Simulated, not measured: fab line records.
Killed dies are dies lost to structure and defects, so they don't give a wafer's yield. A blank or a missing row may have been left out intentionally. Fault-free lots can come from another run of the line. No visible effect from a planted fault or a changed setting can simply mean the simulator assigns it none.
Matching of chambers	flow nandHarc	4 sister chambers for NHARC_A_M1_CMP_23 on cmp-04
The step polishes, t overpolish 20 s, target thk 154.34 nm. 22 wafers are shown with their chamber, then 11 later ones without.

EACH WAFER AND ITS CHAMBER
wafer	chamber	motorCurrentA (A)	timeToEndpointS (s)
L077.2	2	10.8	26
L077.4	0	13.3	28
L077.6	3	11.5	30
L080.1	1	12.1	27
L080.2	2	10.8	27
L080.3	0	13.1	26
L081.1	1	11.5	29
L081.3	0	13.2	27
L081.5	2	10.6	27
L082.1	2	11.0	29
L082.2	0	12.6	32
L082.3	3	10.6	35
L082.4	1	10.8	30
L082.5	2	11.2	30
L082.6	3	11.1	33
L084.1	2	11.1	28
L084.3	0	12.7	29
L084.4	1	11.5	28
L087.1	3	11.0	32
L087.3	1	11.2	26
L087.4	2	10.7	25
L092.1	0	12.5	26

SIGNATURES (means of the wafers above)
reading	chamber 0	chamber 1	chamber 2	chamber 3	scatter within a chamber
motorCurrentA	12.900	11.420	10.886	11.050	0.349
timeToEndpointS	28.00	28.00	27.43	32.50	1.93
Rule: distance of a wafer from a chamber = root of the sum over the readings of ((wafer's reading minus chamber's mean) / reading's scatter) squared. If the next closest chamber is less than 2 further off than the closest, the wafer can't be placed; otherwise it belongs to the closest. How the scatter is found: for the shown wafers, subtract from each reading the mean of its chamber, square and add these, divide the total by (wafers less chambers), then take the root.

WAFERS WHOSE CHAMBER IS MISSING
wafer	motorCurrentA (A)	timeToEndpointS (s)
L092.2	11.5	27
L092.6	10.3	29
L093.1	11.0	35
L093.5	12.0	31
L093.6	10.9	29
L095.1	11.2	29
L095.3	12.9	26
L095.5	11.3	32
L097.1	13.1	27
L097.4	11.4	31
L097.6	10.4	24

CHAMBER TAKEN BY EACH
wafer	from the rows above	in truth
L092.2	can't be placed: 1 or 2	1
L092.6	can't be placed: 2 or 3 or 1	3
L093.1	3	3
L093.5	can't be placed: 1 or 3 or 0 or 2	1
L093.6	can't be placed: 2 or 1 or 3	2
L095.1	can't be placed: 1 or 2 or 3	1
L095.3	0	0
L095.5	can't be placed: 3 or 1 or 2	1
L097.1	0	0
L097.4	can't be placed: 3 or 1 or 2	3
L097.6	can't be placed: 2 or 1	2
Placed correctly: 3 of 11. Cannot be placed on the basis of these rows: 8; the candidates contain the true chamber in 8. Number placed wrongly: 0.
